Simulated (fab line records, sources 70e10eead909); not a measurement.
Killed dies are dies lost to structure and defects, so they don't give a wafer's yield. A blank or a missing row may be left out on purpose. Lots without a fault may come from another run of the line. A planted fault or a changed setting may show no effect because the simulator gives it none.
Chamber matching | flow nand_harc | NHARC_A_M1_ETCH_35 on rie_diel-12: 4 sister chambers
The step etches the open film in N2/H2, target depth 40 nm, overetch 12 nm, time 43.94 s. 7 wafers are shown with their chamber, then 7 later ones without.

WAFERS WITH THEIR CHAMBER
wafer  | chamber | drypump_motor_current_A (A) | rf_vpp_V (V)
L669.5 | 0       | 6.0                         | 432.3
L672.6 | 1       | 6.5                         | 432.7
L678.2 | 1       | 6.5                         | 433.9
L678.3 | 2       | 5.0                         | 429.8
L678.6 | 3       | 6.2                         | 429.1
L682.2 | 3       | 6.3                         | 429.6
L682.3 | 2       | 5.0                         | 428.2

WAFERS WITHOUT THEIR CHAMBER
wafer  | drypump_motor_current_A (A) | rf_vpp_V (V)
L682.5 | 5.0                         | 428.1
L685.1 | 4.9                         | 428.9
L685.5 | 6.2                         | 428.9
L685.6 | 6.0                         | 432.2
L683.1 | 6.5                         | 431.9
L683.3 | 6.2                         | 429.3
L683.5 | 6.5                         | 432.8

WHICH CHAMBER EACH WENT THROUGH
wafer  | from the rows above | in truth
L682.5 | 2                   | 2
L685.1 | 2                   | 2
L685.5 | 3                   | 3
L685.6 | 0                   | 0
L683.1 | 1                   | 1
L683.3 | 3                   | 3
L683.5 | 1                   | 1
Placed correctly: 7 of 7. Can't be placed from these rows: 0. Placed wrongly: 0.
How it was worked out, from the rows above alone: a wafer's distance from a chamber is the root of the sum, over the readings, of the square of ((its reading less the chamber's mean) divided by the reading's scatter). The wafer belongs to the nearest chamber; if the next one is less than 2 further off, it can't be placed. A chamber's mean is the mean of its shown wafers. The scatter: the root of (the sum of the squares of (reading less its chamber's mean) over the shown wafers, divided by (wafers less chambers)).
